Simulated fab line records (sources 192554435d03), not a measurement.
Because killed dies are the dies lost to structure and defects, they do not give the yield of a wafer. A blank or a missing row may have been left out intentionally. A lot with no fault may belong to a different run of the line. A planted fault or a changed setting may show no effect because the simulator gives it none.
A single fault, viewed from 2 desks + flow n5_finfet + only its own numbers are on each desk; what lay behind them is given at the end

== TOOL OWNER'S DESK, ald_metal-03 ==
The tool's own readings at N5_HKMG_FIN_ALD_91 (deposits TiN, target thk 1 nm, pulse time 1 s, purge time 3 s): means of the sampled wafers that have a number, for each lot that ran on this tool. Marked OUT: a lot whose mean sits more than 4 standard deviations from the usual mean, which makes it out of limits; the brackets give that distance.
Columns: A = heater_power_w at N5_HKMG_FIN_ALD_91, usual 875 W; B = precursor_pulse_height_rel at N5_HKMG_FIN_ALD_91, usual 0.998
| lot  | first seen here | A   | B     |
|------|-----------------|-----|-------|
| L423 | day 4 23:08     | 849 | 0.986 |
| L426 | day 5 17:38     | 875 | 0.996 |
| L428 | day 6 04:08     | 858 | 1.010 |
| L430 | day 6 15:06     | 826 | 1.009 |
| L443 | day 9 21:38     | 895 | 0.985 |
Finding of this desk: none of the 5 lots has anything out of limits.

== THE METROLOGY DESK ==
What the gauges read, lot by lot, whatever tool the lot ran on: means of the sampled wafers that have a number. Marked OUT: a lot whose mean sits more than 4 standard deviations from the usual mean, which makes it out of limits; the brackets give that distance. Only the readings that lie furthest out on some lot appear, 7 of the 10 it has.
Columns: A = DIBL_N at N5_BEOL_M4_RC_MEAS_101, usual 36.5 mV/V; B = DIBL_P at N5_BEOL_M4_RC_MEAS_101, usual 36.5 mV/V; C = IOFF_P at N5_BEOL_M4_RC_MEAS_101, usual 0.22 nA/um; D = ION_N at N5_BEOL_M4_RC_MEAS_101, usual 677 uA/um; E = ION_P at N5_BEOL_M4_RC_MEAS_101, usual 463 uA/um; F = SS_N at N5_BEOL_M4_RC_MEAS_101, usual 71.6 mV/dec; G = VT_P at N5_BEOL_M4_RC_MEAS_101, usual -250 mV
| lot  | first seen here | A    | B    | C    | D   | E   | F    | G    |
|------|-----------------|------|------|------|-----|-----|------|------|
| L423 | day 8 14:43     | 38.5 | 38.8 | 0.21 | 682 | 460 | 71.7 | -253 |
| L426 | day 9 20:15     | 34.9 | 35.6 | 0.19 | 673 | 465 | 71.0 | -252 |
| L428 | day 10 03:37    | 35.6 | 35.2 | 0.21 | 678 | 462 | 71.2 | -251 |
| L430 | day 10 20:40    | 37.3 | 35.8 | 0.21 | 675 | 453 | 72.1 | -251 |
| L436 | day 12 07:37    | 36.7 | 36.7 | 0.20 | 673 | 460 | 71.3 | -250 |
| L439 | day 12 10:23    | 36.7 | 37.5 | 0.29 | 691 | 478 | 71.6 | -242 |
| L440 | day 13 18:14    | 34.8 | 36.3 | 0.19 | 677 | 465 | 71.1 | -251 |
| L442 | day 14 00:46    | 37.0 | 37.6 | 0.25 | 681 | 471 | 71.9 | -246 |
| L443 | day 14 23:12    | 38.5 | 37.8 | 0.24 | 667 | 461 | 72.4 | -248 |
Finding of this desk: none of the 9 lots has anything out of limits.

== TAKEN TOGETHER ==
The desk of the tool owner found nothing out of limits.
From the metrology desk's view, nothing was out of limits.

== WHAT WAS PUT IN BY THE SIMULATOR ==
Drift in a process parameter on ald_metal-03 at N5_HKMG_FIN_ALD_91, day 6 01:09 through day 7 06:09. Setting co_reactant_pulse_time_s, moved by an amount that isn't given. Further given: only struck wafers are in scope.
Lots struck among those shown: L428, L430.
